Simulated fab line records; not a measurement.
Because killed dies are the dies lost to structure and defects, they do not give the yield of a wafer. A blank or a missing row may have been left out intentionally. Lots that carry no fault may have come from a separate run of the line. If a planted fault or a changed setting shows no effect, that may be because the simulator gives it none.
fab line records | flow n5-finfet
[record] lots = 10 | wafers = 30 | last-day = 19
route steps=1938 shown BEOL_M10@1492
lots with no fault: from the same line, run without faults
start-h: start of the lot's first displayed wafer, in hours after the record's first day | wait-h: hours from the lot's prior step to this one | " the same as in the row above | L1.1+2: several wafers, shown together as one row | - no value, or no start given | * or withheld: withheld | < > ~ a bound
route shown NAME@n: NAME is a module with steps in the file, n the number in the route of the first one | usual: mean/standard deviation taken from wafers without a fault | same: alike in all rows | chamber/n: place in a boat | sites: the reading at each site | _std_site: the values' standard deviation | _edge_site: mean of outer sites minus mean of inner sites | radius-mm: how far each site lies from the wafer's centre | mask NAME#n: copy n | behind: the tool/chamber that last shaped the wafer | hold: why the lot went on hold/how many hours it stayed there/how the hold came to an end | device: which transistor (n, p or np) failed to switch | end of line: tests run on the same wafers once the route is complete | step lacking rows: just its recipe | killed: not the wafer's yield, but the dies lost to structure and defects at the first sort | map: per-die view of a wafer (x killed, . not killed, _ where there is no die)
set.NAME: the setting the step ran with; set.NAME@STEP: the setting that earlier step ran with | model.NAME: the simulator's own value behind a step, which no gauge read
a sample of lots followed through the steps of the route, with each step as a table and each wafer as a row
services: the hour from which a tool's chamber was out of use, counted from the record's first day as start-h (under 0 if before that day), plus the number of hours and why
[[steps]]
[step N5_BEOL_M10_STRIP_19]
[recipe] chemistry = O2 | power-w = 400 | temp-c = 40 | pressure-mtorr = 30 | rf-frequency-hz = 6e+07 | bias-power-w = 0 | overash-fraction = 0.2 | o2-flow-sccm = 225
[usual] drypump-motor-current-A = 5.9/0.37 | oes-product-au = 0.81/0.082 | rf-vpp-V = 3.6/0.59 | showerhead-plenum-p-Torr = 2.12/0.1 | throttle-valve-pct = 16.57/0.17
lot.wafer | tool        | chamber | start-h | wait-h | drypump-motor-current-A | oes-product-au | rf-hours-counter-h | rf-vpp-V | showerhead-plenum-p-Torr | throttle-valve-pct
L652.1    | rie-diel-02 | 0       | 230.84  | 0.1    | 5.3                     | 0.82           | 58                 | 2.4      | 2.22                     | 16.38
L652.2    | "           | 1       | "       | "      | 5.5                     | 0.79           | 102                | 3.1      | 2.20                     | 16.61
L652.3    | "           | 3       | "       | "      | 5.9                     | 0.71           | 207                | 3.9      | 2.16                     | 16.54
L655.2    | rie-diel-04 | 1       | 263.41  | 0.1    | 6.1                     | 0.71           | 245                | 3.0      | 1.97                     | 16.62
L655.3    | "           | 2       | "       | "      | 6.1                     | 0.82           | 89                 | 3.5      | 2.02                     | 16.78
L655.6    | "           | 2       | "       | "      | 6.1                     | 0.83           | -                  | 3.7      | 2.02                     | 16.78
L660.1    | rie-diel-04 | 0       | 288.37  | 0.1    | 6.4                     | 0.83           | 85                 | 4.5      | 2.22                     | 16.51
L660.2    | "           | 3       | "       | "      | 5.9                     | 0.70           | 239                | 4.2      | 2.07                     | 16.70
L660.6    | "           | 0       | "       | "      | 6.4                     | 0.84           | -                  | 3.2      | 2.22                     | 16.50
L662.1    | rie-diel-02 | 2       | 302.32  | 0.1    | 6.4                     | 0.90           | 31                 | 3.5      | 2.05                     | 16.43
L662.2    | "           | 1       | "       | "      | 5.5                     | 0.77           | 129                | 5.3      | 2.19                     | 16.66
L662.5    | "           | 3       | "       | "      | 5.9                     | 0.70           | -                  | 3.3      | 2.15                     | 16.60
L663.1    | rie-diel-04 | 3       | 322.91  | 0.1    | 6.0                     | 0.69           | 250                | 3.4      | 2.06                     | 16.73
L663.2    | "           | 2       | "       | "      | 6.1                     | 0.82           | 108                | 4.8      | 2.01                     | 16.82
L663.6    | "           | 1       | "       | "      | 6.1                     | 0.98           | -                  | 4.1      | 2.23                     | 16.20
L666.1    | rie-diel-02 | 1       | 327.42  | 0.1    | 5.5                     | 0.75           | 138                | 4.3      | 2.19                     | 16.65
L666.2    | "           | 0       | "       | "      | 5.3                     | 0.80           | 91                 | 4.2      | 2.20                     | 16.44
L666.5    | "           | 2       | "       | "      | 6.4                     | 0.89           | -                  | 3.6      | 2.04                     | 16.47
L667.1    | rie-diel-05 | 2       | 330.57  | 0.1    | 5.8                     | 0.83           | 64                 | 4.0      | 2.22                     | 16.61
L667.2    | "           | 1       | "       | "      | 5.4                     | 0.71           | 188                | 4.7      | 1.90                     | 16.84
L667.5    | "           | 2       | "       | "      | 5.8                     | 0.83           | -                  | 2.8      | 2.22                     | 16.60
L669.3    | rie-diel-02 | 3       | 356.23  | 0.1    | 5.9                     | 0.70           | 243                | 3.6      | 2.15                     | 16.62
L669.4    | "           | 0       | "       | "      | 5.3                     | 0.78           | 100                | 2.8      | 2.20                     | 16.49
L669.5    | "           | 0       | "       | "      | 5.3                     | 0.80           | -                  | 3.7      | 2.20                     | 16.47
L670.1    | rie-diel-04 | 0       | 359.51  | 0.1    | 6.4                     | 0.80           | 112                | 2.2      | 2.21                     | 16.56
L670.3    | "           | 3       | "       | "      | 6.0                     | 0.94           | 6                  | 2.6      | 2.06                     | 16.28
L670.5    | "           | 1       | "       | "      | 6.1                     | 0.94           | -                  | 2.8      | 2.22                     | 16.22
L675.2    | rie-diel-02 | 1       | 393.88  | 0.3    | 5.5                     | 0.74           | 155                | 3.3      | 2.18                     | 16.71
L675.4    | "           | 0       | "       | "      | 5.3                     | 0.77           | -                  | 4.8      | 2.20                     | 16.53
L675.6    | "           | 2       | "       | "      | 6.4                     | 0.86           | -                  | 3.5      | 2.03                     | 16.48
[step N5_BEOL_M10_ETCH_65]
[recipe] chemistry = CF4 | target = SiARC | target-depth-a = 390 | mask-material = CAR-ArF | time-s = 65 | ion-energy-ev = 80 | pressure-mtorr = 40 | source-w = 545 | bias-w = 36 | Ar_flow_sccm = 100 | cf4-flow-sccm = 100 | ends = cleared
[usual] drypump-motor-current-A = 5.9/0.37 | etch-rf-on-time-s = 64.7/0.78 | oes-product-au = 0.70/0.075 | rf-vpp-V = 184.3/1.3 | showerhead-plenum-p-Torr = 2.17/0.095 | throttle-valve-pct = 15.52/0.2
lot.wafer | tool        | chamber | start-h | wait-h | drypump-motor-current-A | etch-rf-on-time-s | oes-product-au | rf-hours-counter-h | rf-vpp-V | showerhead-plenum-p-Torr | throttle-valve-pct
L652.1    | rie-diel-02 | 0       | 232.99  | 0.0    | 5.3                     | 63.9              | 0.72           | 58                 | 186.4    | 2.25                     | 15.31
L652.2    | "           | 1       | "       | "      | 5.5                     | 65.7              | 0.67           | 102                | 187.1    | 2.25                     | 15.60
L652.3    | "           | 2       | "       | "      | 6.3                     | 64.5              | 0.83           | 5                  | 184.2    | 2.10                     | 15.33
L655.2    | rie-diel-05 | 2       | 265.56  | 0.0    | 5.8                     | 64.8              | 0.74           | 42                 | 185.6    | 2.27                     | 15.50
L655.3    | "           | 3       | "       | "      | 6.3                     | 64.1              | 0.80           | 7                  | 184.7    | 2.19                     | 15.37
L655.6    | "           | 2       | "       | "      | 5.8                     | 63.8              | 0.74           | -                  | 184.3    | 2.27                     | 15.49
L660.1    | rie-diel-04 | 2       | 292.28  | 0.0    | 6.1                     | 65.5              | 0.69           | 99                 | 183.4    | 2.08                     | 15.81
L660.2    | "           | 3       | "       | "      | 6.0                     | 64.6              | 0.60           | 240                | 182.9    | 2.10                     | 15.63
L660.6    | "           | 1       | "       | "      | 6.1                     | 63.6              | 0.88           | -                  | 184.9    | 2.27                     | 15.13
L662.1    | rie-diel-05 | 3       | 303.90  | 0.0    | 6.3                     | 64.0              | 0.78           | 19                 | 183.4    | 2.19                     | 15.42
L662.2    | "           | 1       | "       | "      | 5.4                     | 65.4              | 0.61           | 178                | 181.9    | 1.97                     | 15.84
L662.5    | "           | 2       | "       | "      | 5.8                     | 64.5              | 0.73           | -                  | 185.4    | 2.26                     | 15.51
L663.1    | rie-diel-05 | 2       | 323.52  | 0.0    | 5.8                     | 64.4              | 0.72           | 61                 | 185.3    | 2.26                     | 15.53
L663.2    | "           | 3       | "       | "      | 6.3                     | 63.6              | 0.77           | 27                 | 183.9    | 2.18                     | 15.43
L663.6    | "           | 3       | "       | "      | 6.4                     | 63.4              | 0.77           | -                  | 184.9    | 2.18                     | 15.42
L666.1    | rie-diel-05 | 1       | 328.42  | 0.0    | 5.4                     | 65.0              | 0.61           | 187                | 181.6    | 1.97                     | 15.87
L666.2    | "           | 3       | "       | "      | 6.3                     | 63.4              | 0.77           | 29                 | 184.4    | 2.18                     | 15.43
L666.5    | "           | 1       | "       | "      | 5.4                     | 65.7              | 0.61           | -                  | 181.6    | 1.97                     | 15.86
L667.1    | rie-diel-05 | 0       | 331.97  | 0.0    | 5.5                     | 65.3              | 0.61           | 212                | 183.6    | 2.20                     | 15.56
L667.2    | "           | 3       | "       | "      | 6.3                     | 64.9              | 0.75           | 30                 | 184.7    | 2.18                     | 15.42
L667.5    | "           | 3       | "       | "      | 6.3                     | 65.0              | 0.75           | -                  | 184.2    | 2.18                     | 15.42
L669.3    | rie-diel-05 | 1       | 357.59  | 0.0    | 5.4                     | 65.5              | 0.60           | 199                | 181.6    | 1.97                     | 15.89
L669.4    | "           | 2       | "       | "      | 5.8                     | 64.6              | 0.70           | 75                 | 184.6    | 2.26                     | 15.57
L669.5    | "           | 1       | "       | "      | 5.4                     | 65.4              | 0.61           | -                  | 182.8    | 1.97                     | 15.89
L670.1    | rie-diel-02 | 3       | 362.47  | 0.0    | 5.9                     | 66.1              | 0.59           | 246                | 185.3    | 2.19                     | 15.57
L670.3    | "           | 0       | "       | "      | 5.3                     | 64.4              | 0.66           | 103                | 184.6    | 2.24                     | 15.39
L670.5    | "           | 0       | "       | "      | 5.3                     | 64.5              | 0.66           | -                  | 187.1    | 2.24                     | 15.43
L675.2    | rie-diel-04 | 0       | 395.96  | 0.0    | 6.4                     | 64.2              | 0.68           | 124                | 184.2    | 2.24                     | 15.50
L675.4    | "           | 3       | "       | "      | 6.0                     | 64.5              | 0.78           | 19                 | 183.6    | 2.09                     | 15.19
L675.6    | "           | 2       | "       | "      | 6.1                     | 64.8              | 0.66           | -                  | 183.9    | 2.07                     | 15.87
[step N5_BEOL_M10_VIA_ETCH_34]
[recipe] chemistry = C4F6/O2 | target = SiCOH_lowk | target-depth-a = 1845 | mask-material = SOC | taper-deg = 4 | time-s = 69.2 | ion-energy-ev = 250 | pressure-mtorr = 30 | source-w = 345 | bias-w = 185 | Ar_flow_sccm = 300 | C4F6_flow_sccm = 10 | O2_flow_sccm = 10
[usual] drypump-motor-current-A = 5.9/0.37 | oes-product-au = 0.81/0.088 | rf-vpp-V = 668/4.1 | run-length-s = 92.6/0.42 | showerhead-plenum-p-Torr = 2.88/0.13 | throttle-valve-pct = 20.81/0.2
lot.wafer | tool        | chamber | start-h | wait-h | drypump-motor-current-A | oes-product-au | rf-hours-counter-h | rf-vpp-V | run-length-s | showerhead-plenum-p-Torr | throttle-valve-pct
L652.1    | rie-diel-02 | 0       | 233.16  | 0.0    | 5.3                     | 0.83           | 58                 | 665      | 92.5         | 3.00                     | 20.65
L652.2    | "           | 1       | "       | "      | 5.5                     | 0.79           | 102                | 673      | 91.7         | 3.00                     | 20.91
L652.3    | "           | 2       | "       | "      | 6.4                     | 0.98           | 6                  | 673      | 92.9         | 2.79                     | 20.64
L655.2    | rie-diel-05 | 2       | 265.73  | 0.0    | 5.8                     | 0.86           | 42                 | 672      | 92.2         | 3.02                     | 20.87
L655.3    | "           | 3       | "       | "      | 6.3                     | 0.94           | 7                  | 663      | 92.6         | 2.91                     | 20.75
L655.6    | "           | 2       | "       | "      | 5.8                     | 0.86           | -                  | 675      | 91.9         | 3.02                     | 20.84
L660.1    | rie-diel-04 | 2       | 292.46  | 0.0    | 6.1                     | 0.80           | 99                 | 666      | 93.2         | 2.76                     | 21.12
L660.2    | "           | 3       | "       | "      | 6.0                     | 0.70           | 240                | 670      | 92.4         | 2.79                     | 20.80
L660.6    | "           | 1       | "       | "      | 6.1                     | 1.03           | -                  | 667      | 92.4         | 3.03                     | 20.44
L662.1    | rie-diel-05 | 3       | 304.07  | 0.0    | 6.3                     | 0.91           | 19                 | 663      | 92.7         | 2.91                     | 20.77
L662.2    | "           | 1       | "       | "      | 5.4                     | 0.71           | 178                | 665      | 91.9         | 2.62                     | 21.11
L662.5    | "           | 2       | "       | "      | 5.8                     | 0.84           | -                  | 674      | 92.3         | 3.02                     | 20.89
L663.1    | rie-diel-05 | 2       | 323.70  | 0.0    | 5.8                     | 0.84           | 61                 | 673      | 92.2         | 3.01                     | 20.89
L663.2    | "           | 3       | "       | "      | 6.3                     | 0.90           | 27                 | 662      | 92.5         | 2.90                     | 20.79
L663.6    | "           | 3       | "       | "      | 6.4                     | 0.89           | -                  | 664      | 92.8         | 2.90                     | 20.76
L666.1    | rie-diel-05 | 1       | 328.59  | 0.0    | 5.4                     | 0.71           | 187                | 664      | 92.2         | 2.62                     | 21.15
L666.2    | "           | 3       | "       | "      | 6.3                     | 0.89           | 29                 | 664      | 99.3         | 2.90                     | 20.78
L666.5    | "           | 1       | "       | "      | 5.4                     | 0.71           | -                  | 664      | 92.3         | 2.62                     | 21.14
L667.1    | rie-diel-05 | 0       | 332.15  | 0.0    | 5.6                     | 0.72           | 212                | 674      | 92.8         | 2.92                     | 20.76
L667.2    | "           | 3       | "       | "      | 6.3                     | 0.90           | 30                 | 663      | 99.1         | 2.90                     | 20.79
L667.5    | "           | 3       | "       | "      | 6.3                     | 0.90           | -                  | 663      | 93.0         | 2.90                     | 20.78
L669.3    | rie-diel-05 | 1       | 357.76  | 0.0    | 5.5                     | 0.71           | 199                | 664      | 92.3         | 2.61                     | 21.16
L669.4    | "           | 2       | "       | "      | 5.8                     | 0.82           | 75                 | 672      | 98.6         | 3.01                     | 20.92
L669.5    | "           | 1       | "       | "      | 5.4                     | 0.71           | -                  | 665      | 92.6         | 2.61                     | 21.16
L670.1    | rie-diel-02 | 3       | 362.65  | 0.0    | 5.9                     | 0.68           | 247                | 665      | 93.2         | 2.90                     | 20.71
L670.3    | "           | 0       | "       | "      | 5.3                     | 0.78           | 103                | 664      | 92.6         | 2.98                     | 20.70
L670.5    | "           | 0       | "       | "      | 5.3                     | 0.77           | -                  | 664      | 92.7         | 2.98                     | 20.70
L675.2    | rie-diel-04 | 0       | 396.13  | 0.0    | 6.3                     | 0.79           | 124                | 666      | 92.7         | 2.98                     | 20.76
L675.4    | "           | 3       | "       | "      | 6.0                     | 0.91           | 19                 | 669      | 92.7         | 2.78                     | 20.47
L675.6    | "           | 2       | "       | "      | 6.1                     | 0.77           | -                  | 664      | 92.6         | 2.74                     | 21.19
[step N5_BEOL_M10_STRIP_77]
[recipe] chemistry = N2/H2 | time-s = 10 | power-w = 450 | temp-c = 40 | pressure-mtorr = 20 | rf-frequency-hz = 6e+07 | bias-power-w = 7 | n2-flow-sccm = 200 | h2-flow-sccm = 200
[usual] drypump-motor-current-A = 5.9/0.37 | oes-product-au = 0.81/0.087 | rf-vpp-V = 59.3/0.94 | showerhead-plenum-p-Torr = 2.58/0.12 | throttle-valve-pct = 23.59/0.2
lot.wafer | tool        | chamber | start-h | wait-h | drypump-motor-current-A | oes-product-au | rf-hours-counter-h | rf-vpp-V | showerhead-plenum-p-Torr | throttle-valve-pct
L652.1    | rie-diel-02 | 0       | -       | -      | 5.3                     | 0.82           | 58                 | 59.9     | 2.69                     | 23.49
L652.2    | "           | 1       | "       | "      | 5.5                     | 0.79           | 103                | 59.3     | 2.66                     | 23.52
L652.3    | "           | 2       | "       | "      | 6.4                     | 0.97           | 6                  | 59.3     | 2.50                     | 23.66
L655.2    | rie-diel-05 | 2       | -       | -      | 5.8                     | 0.86           | 42                 | 57.6     | 2.70                     | 23.47
L655.3    | "           | 3       | "       | "      | 6.3                     | 0.94           | 7                  | 59.0     | 2.60                     | 23.66
L655.6    | "           | 2       | "       | "      | 5.8                     | 0.87           | -                  | 58.9     | 2.70                     | 23.48
L660.1    | rie-diel-04 | 2       | -       | -      | 6.1                     | 0.80           | 100                | 59.4     | 2.46                     | 23.88
L660.2    | "           | 3       | "       | "      | 6.0                     | 0.69           | 240                | 60.1     | 2.50                     | 23.63
L660.6    | "           | 1       | "       | "      | 6.1                     | 1.03           | -                  | 59.8     | 2.71                     | 23.18
L662.1    | rie-diel-05 | 3       | -       | -      | 6.3                     | 0.90           | 19                 | 59.3     | 2.60                     | 23.68
L662.2    | "           | 1       | "       | "      | 5.4                     | 0.72           | 178                | 59.3     | 2.32                     | 23.90
L662.5    | "           | 2       | "       | "      | 5.8                     | 0.83           | -                  | 61.3     | 2.69                     | 23.50
L663.1    | rie-diel-05 | 2       | -       | -      | 5.9                     | 0.84           | 61                 | 59.8     | 2.69                     | 23.48
L663.2    | "           | 3       | "       | "      | 6.3                     | 0.89           | 27                 | 59.0     | 2.60                     | 23.67
L663.6    | "           | 3       | "       | "      | 6.3                     | 0.89           | -                  | 59.6     | 2.60                     | 23.66
L666.1    | rie-diel-05 | 1       | -       | -      | 5.4                     | 0.73           | 187                | 58.8     | 2.32                     | 23.92
L666.2    | "           | 3       | "       | "      | 6.3                     | 0.90           | 29                 | 58.4     | 2.60                     | 23.69
L666.5    | "           | 1       | "       | "      | 5.4                     | 0.72           | -                  | 59.0     | 2.32                     | 23.93
L667.1    | rie-diel-05 | 0       | -       | -      | 5.5                     | 0.72           | 212                | 60.3     | 2.62                     | 23.43
L667.2    | "           | 3       | "       | "      | 6.3                     | 0.89           | 30                 | 57.9     | 2.59                     | 23.69
L667.5    | "           | 3       | "       | "      | 6.3                     | 0.89           | -                  | 59.3     | 2.59                     | 23.67
L669.3    | rie-diel-05 | 1       | -       | -      | 5.4                     | 0.71           | 199                | 58.0     | 2.32                     | 23.94
L669.4    | "           | 2       | "       | "      | 5.8                     | 0.81           | 75                 | 59.0     | 2.68                     | 23.51
L669.5    | "           | 1       | "       | "      | 5.4                     | 0.71           | -                  | 59.3     | 2.32                     | 23.93
L670.1    | rie-diel-02 | 3       | -       | -      | 5.9                     | 0.68           | 247                | 59.1     | 2.61                     | 23.67
L670.3    | "           | 0       | "       | "      | 5.3                     | 0.78           | 103                | 59.0     | 2.67                     | 23.54
L670.5    | "           | 0       | "       | "      | 5.3                     | 0.79           | -                  | 59.5     | 2.67                     | 23.54
L675.2    | rie-diel-04 | 0       | -       | -      | 6.4                     | 0.80           | 124                | 60.1     | 2.65                     | 23.56
L675.4    | "           | 3       | "       | "      | 5.9                     | 0.92           | 19                 | 59.3     | 2.49                     | 23.40
L675.6    | "           | 2       | "       | "      | 6.1                     | 0.78           | -                  | 59.9     | 2.44                     | 23.93
[[services]]
tool        | chamber | start-h | hours | kind
rie-diel-05 | 3       | 226.36  | 1.8   | repair
rie-diel-05 | 3       | 228.48  | -     | clean
rie-diel-05 | 3       | 228.48  | -     | consumable-replace:focus-ring
rie-diel-05 | 3       | 228.48  | 13.1  | scheduled-down
rie-diel-05 | 3       | 228.48  | 13.1  | vent-cycle
rie-diel-05 | 0       | 267.67  | 7.6   | repair
rie-diel-04 | 1       | 277.22  | -     | clean
rie-diel-04 | 1       | 277.22  | -     | consumable-replace:focus-ring
rie-diel-04 | 1       | 277.22  | -     | consumable-replace:showerhead
rie-diel-04 | 1       | 277.22  | 13.6  | scheduled-down
rie-diel-04 | 1       | 277.22  | 13.6  | vent-cycle
rie-diel-02 | 3       | 321.37  | 8.5   | repair
rie-diel-04 | 3       | 323.22  | -     | clean
rie-diel-04 | 3       | 323.22  | -     | consumable-replace:focus-ring
rie-diel-04 | 3       | 323.22  | 13.6  | scheduled-down
rie-diel-04 | 3       | 323.22  | 13.6  | vent-cycle
rie-diel-05 | 3       | 337.33  | 15.2  | repair
rie-diel-02 | 1       | 356.92  | 13.5  | repair
[[key]]
[first-sign] step = N5_BEOL_M10_VIA_ETCH_34 | reading = run-length-s | direction = up | sigmas = 15 | usual = * | struck = *
effect none on later readings
met-at N5_BEOL_M10_VIA_ETCH_34
struck-lots L666,L667,L669
struck-wafers L666.2,L667.2,L669.4
not-acting-at N5_BEOL_M10_STRIP_19,N5_BEOL_M10_ETCH_65,N5_BEOL_M10_STRIP_77
onset-between 323.70 328.59
[fault] kind = process-parameter-drift | tool = rie-diel-05 | chamber = - | onset-h = 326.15 | steps = N5_BEOL_M10_VIA_ETCH_34 | channel = time-s | offset = * | shape = step | end-h = 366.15 | scope = struck-wafers-only | acts-in = * | stated = *
